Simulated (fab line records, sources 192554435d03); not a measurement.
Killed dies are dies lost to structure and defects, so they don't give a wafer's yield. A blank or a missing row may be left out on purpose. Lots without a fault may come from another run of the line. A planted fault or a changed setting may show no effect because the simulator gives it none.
Which tool did it? | flow n5_finfet | 11 lots, 30 wafers sampled, at 1 step of a route of 1938

WHAT THE GAUGES READ, wafer by wafer
N5_BEOL_M15_INSPECT_30: inspects for defects (macro).
lot  | measured     | on                | raw_defect_count
L831 | day 12 13:20 | defect_inspect-02 | 0 1 1
L833 | day 12 20:07 | defect_inspect-02 | 3 1 0
L832 | day 12 20:17 | defect_inspect-02 | 4 2 2
L836 | day 13 05:52 | defect_inspect-02 | 3 0 3
L834 | day 13 10:43 | defect_inspect-01 | 0 1 0
L835 | day 13 13:09 | defect_inspect-01 | 0 4 1
L837 | day 14 02:14 | defect_inspect-02 | 1 4
L843 | day 15 00:01 | defect_inspect-01 | 3 3
L845 | day 16 05:39 | defect_inspect-02 | 1 6 3
L848 | day 16 16:40 | defect_inspect-01 | 0 2 2
L851 | day 18 19:20 | defect_inspect-02 | 2 4

WHICH TOOL RAN EACH LOT (tool, then ch and the chambers of the sampled wafers, then the start)
The record holds no process step before these readings.

WHAT THE TOOLS THEMSELVES READ (means of the sampled wafers that have a number; where no wafer has one, the mark that the record gives instead)
The record holds no such reading with a usual standard deviation.

THE ANSWER, worked out from the rows above alone
Rule: what is usual is taken from the lots themselves. Put in order of their means at a reading, lots are off if they are a third of the lots or fewer, leave a main group of 4 or more, and stand apart from it by a gap of 3 or more times the standard deviation of the main group's means; of several such gaps the widest counts. A main group whose means are all the same, to the digits that the tables above print for the reading, isn't used. A lot without any number at a reading at which 4 lots or more have one is off too. The other lots that the step has rows for count as sound. The gauges are gone through in route order, then the tools' own readings, and for those a lot's mean is taken as printed above. The first step at which some lot is off is used, and at that step the reading that is off furthest; a lot without a number counts as furthest.
No lot is off at any reading shown: from this, nothing can be told.

WHAT THE SIMULATOR HAD PUT IN
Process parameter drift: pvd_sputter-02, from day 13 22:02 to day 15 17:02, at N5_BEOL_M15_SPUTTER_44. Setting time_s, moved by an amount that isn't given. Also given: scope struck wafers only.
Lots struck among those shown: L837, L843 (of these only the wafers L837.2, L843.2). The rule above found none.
